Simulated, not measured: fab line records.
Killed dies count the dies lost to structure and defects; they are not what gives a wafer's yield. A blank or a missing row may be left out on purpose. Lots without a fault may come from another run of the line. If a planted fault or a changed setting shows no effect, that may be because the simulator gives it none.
What tool caused it?	flow n5 finfet	12 lots with 36 wafers sampled at 3 steps, on a route of 1938 steps

## WHAT EACH GAUGE READ, for each wafer
N5_BEOL_M9_THK_MEAS_01.
lot	measured	on	M9_ILD_THK (nm)
L075	day 10 13:23	film metro-02	265 267 270
L078	day 10 20:29	film metro-01	267 272 275
L081	day 11 05:53	film metro-02	261 268 265
L079	day 11 13:44	film metro-02	269 275 270
L082	day 11 17:17	film metro-01	268 275 272
L085	day 12 12:42	film metro-02	266 266 271
L088	day 13 03:40	film metro-02	262 264 268
L092	day 13 21:07	film metro-02	268 267 271
L091	day 14 05:52	film metro-01	263 267 268
L094	day 14 06:42	film metro-01	269 270 270
L095	day 15 17:34	film metro-02	262 266 265
L096	day 16 18:19	film metro-02	268 269 271

## EACH LOT AND THE TOOL THAT RAN IT (in order: tool; ch and the chambers of the sampled wafers; start)
lot	N5_BEOL_M8_ALD_77	N5_BEOL_M8_ANNEAL_51
L075	ald metal-04 ch 0,3, day 10 10:36	rtp anneal-02 ch 0, day 10 11:58
L078	ald metal-02 ch 0,1, day 10 16:27	rtp anneal-01 ch 0, day 10 19:06
L081	ald metal-02 ch 0,1,2, day 11 02:37	rtp anneal-01 ch 0, day 11 04:31
L079	ald metal-02 ch 0,1,3, day 11 09:50	rtp anneal-02 ch 0, day 11 12:27
L082	ald metal-03 ch 1,2, day 11 13:31	rtp anneal-02 ch 0, day 11 15:58
L085	ald metal-04 ch 2,3, day 12 10:22	rtp anneal-01 ch 0, day 12 11:19
L088	ald metal-03 ch 0,2, day 13 01:31	rtp anneal-01 ch 0, day 13 02:20
L092	ald metal-02 ch 0,1,2, day 13 18:38	rtp anneal-01 ch 0, day 13 19:44
L091	ald metal-04 ch 0,1,3, day 14 03:37	rtp anneal-02 ch 0, day 14 04:26
L094	ald metal-03 ch 0,1,3, day 14 04:10	rtp anneal-02 ch 0, day 14 05:21
L095	ald metal-02 ch 0,2,3, day 15 13:32	rtp anneal-01 ch 0, day 15 16:09
L096	ald metal-04 ch 0,2,3, day 16 16:11	rtp anneal-02 ch 0, day 16 17:04
- N5_BEOL_M8_ALD_77: deposits TaN, target thk 2 nm, pulse time 2 s, purge time 3 s.
- N5_BEOL_M8_ANNEAL_51: time 90 s.

## THE ANSWER, worked out from the rows above alone
Rule: the lots themselves supply what counts as usual. Put in order of their means at a reading, lots are off if they are a third of the lots or fewer, leave a main group of 4 or more, and stand apart from it by a gap of 3 or more times the standard deviation of the main group's means; of several such gaps the widest counts. If all means in a main group match to the digits the tables above print for the reading, that group is not used. A lot without any number at a reading at which 4 lots or more have one is off too. The other lots that the step has rows for count as sound.
None of the lots is off at any reading shown; this tells nothing.

## WHAT WAS PUT IN BY THE SIMULATOR
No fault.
